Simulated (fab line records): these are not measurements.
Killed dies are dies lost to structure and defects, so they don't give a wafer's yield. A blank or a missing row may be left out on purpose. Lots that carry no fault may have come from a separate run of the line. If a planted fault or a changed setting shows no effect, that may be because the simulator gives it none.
Lot-split experiment ; flow n5 finfet ; route with 1938 steps; 7 lots, 39 wafers read

ABOUT THE SPLIT
At N5_HKMG_FIN_ETCH_55 (etches SOC in N2/H2, target depth 240 nm, time 300 s), the setting time s was moved away from the recipe's 300 s on 15 of the 39 wafers read, by -50.1% to +49.6%. This setting was run at the recipe's value on the other wafers.

FROM THE SPLIT TO THE READING: what the file shows between them, 2 steps
- N5_HKMG_FIN_STRIP_56: strips in N2/H2
- N5_HKMG_FIN_STRIP_57: strips in CF4

THE READING
HKMG_FIN.cd offset nm (the simulator's own value, which no gauge read), in nm, at N5_HKMG_FIN_ETCH_58 (etches SOC in N2/H2, target depth 215.8 nm, time 741 s). There is no usual value for it anywhere in the file. Here, 24 wafers ran the recipe; their average is -0.1 nm with a standard deviation of 0.62 nm.

wafer;tool, chamber at the split;time s as run, s;against the recipe;HKMG_FIN.cd offset nm, nm;against lot-mates on the recipe
L074.1;rie diel-01, 2;359;+19.7%;1.2;+1.0
L074.2;rie diel-01, 1;300;recipe;0.6;-
L074.3;rie diel-01, 3;359;+19.7%;1;+0.8
L074.4;rie diel-01, 0;300;recipe;-0.4;-
L074.5;rie diel-01, 0;300;recipe;0.4;-
L074.6;rie diel-01, 1;359;+19.7%;0.6;+0.4
L078.1;rie diel-02, 2;418.8;+39.6%;3;+2.9
L078.2;rie diel-02, 0;300;recipe;0.4;-
L078.3;rie diel-02, 3;300;recipe;-0.4;-
L078.4;rie diel-02, 1;300;recipe;0.2;-
L078.5;rie diel-02, 3;418.8;+39.6%;2;+1.9
L078.6;rie diel-02, 2;418.8;+39.6%;2.2;+2.1
L080.1;rie diel-05, 0;300;recipe;-1.2;-
L080.4;rie diel-05, 2;300;recipe;-1.2;-
L080.2;rie diel-05, 3;300;recipe;-0.6;-
L080.6;rie diel-05, 1;300;recipe;-0.6;-
L080.3;rie diel-05, 1;300;recipe;-0.4;-
L080.5;rie diel-05, 0;300;recipe;-0.8;-
L081.2;rie diel-01, 0;300;recipe;0.8;-
L081.5;rie diel-01, 1;300;recipe;0.8;-
L081.6;rie diel-01, 0;300;recipe;0.6;-
L084.1;rie diel-01, 1;432.7;+44.2%;2.4;+3.1
L084.2;rie diel-01, 0;300;recipe;-1;-
L084.3;rie diel-01, 3;300;recipe;-1;-
L084.4;rie diel-01, 2;432.7;+44.2%;2.2;+2.9
L084.5;rie diel-01, 3;432.7;+44.2%;1.6;+2.3
L084.6;rie diel-01, 0;300;recipe;-0.2;-
L088.1;rie diel-01, 2;300;recipe;-0.4;-
L088.2;rie diel-01, 3;448.9;+49.6%;2.8;+2.9
L088.3;rie diel-01, 1;448.9;+49.6%;2.8;+2.9
L088.4;rie diel-01, 0;300;recipe;0;-
L088.5;rie diel-01, 0;300;recipe;0.2;-
L088.6;rie diel-01, 3;448.9;+49.6%;2.6;+2.7
L090.1;rie diel-05, 3;300;recipe;0.2;-
L090.2;rie diel-05, 2;300;recipe;0.4;-
L090.5;rie diel-05, 1;300;recipe;0.4;-
L090.3;rie diel-05, 0;149.7;-50.1%;-2.6;-2.9
L090.4;rie diel-05, 1;149.7;-50.1%;-2.4;-2.7
L090.6;rie diel-05, 0;149.7;-50.1%;-2.4;-2.7

FIT RESULTS
A straight line over all 39 wafers: HKMG_FIN.cd offset nm changes by +0.053 nm for each +1% of time s; r = +0.93; the points scatter about the line by 0.55 nm.
The same after taking each lot's own level away (the mean of its wafers on the recipe; 39 wafers): +0.0574 nm for each +1%; r = +0.98; scatter 0.33 nm.
On that fit, the largest move of time s shifts the reading by 2.9 nm.
Measured against the standard deviation above, the lots' own levels, which go from -0.80 to 0.73 nm, span 2.5 times it.
Consequently the slope shifts little with the lot-to-lot level, the two slopes agreeing.
Check: with one of the wafers moved furthest among these (-50.1%) left out of the fit, the line predicts -2.87 nm for it against its lot-mates. It came out at -2.93 nm against them.

FURTHER SPLITS ON THESE WAFERS
These wafers also went through other splits before the reading. Each is held against what the fit with the lots' levels taken away leaves over:
other split on the same wafers;wafers away from the commonest value;r with HKMG_FIN.cd offset nm (lot level and that fit taken away)
N5_ZERO_LAYER_PECVD_02 time s;18;-0.17
N5_FIN_SAQP_PECVD_06 time s;15;+0.01
N5_SD_EPI_N_ETCH_45 target depth a;18;+0.33

THE WHOLE CHAIN: every reading that the file lists as answering this split, in the file's order
step;what it does;reading;change (the file's fit);r (the file's)
N5_HKMG_FIN_ETCH_55;etches SOC in N2/H2, target depth 240 nm, time 300 s;etch.depth nm (the simulator's own value, which no gauge read);+2.39 nm for each +1% of the setting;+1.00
N5_HKMG_FIN_ETCH_55;etches SOC in N2/H2, target depth 240 nm, time 300 s;HKMG_FIN.feature depth nm (the simulator's own value, which no gauge read);+2.39 nm for each +1% of the setting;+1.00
N5_HKMG_FIN_ETCH_55;etches SOC in N2/H2, target depth 240 nm, time 300 s;SiARC_of_HKMG_FIN_COAT_42.thk nm (the simulator's own value, which no gauge read);-0.139 nm for each +1% of the setting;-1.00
N5_HKMG_FIN_ETCH_58;etches SOC in N2/H2, target depth 215.8 nm, time 741 s;HKMG_FIN.cd offset nm (the simulator's own value, which no gauge read);+0.0574 nm for each +1% of the setting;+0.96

FILE'S OWN FIT
HKMG_FIN.cd offset nm changes by +0.0574 nm for each +1% of time s, r = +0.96.
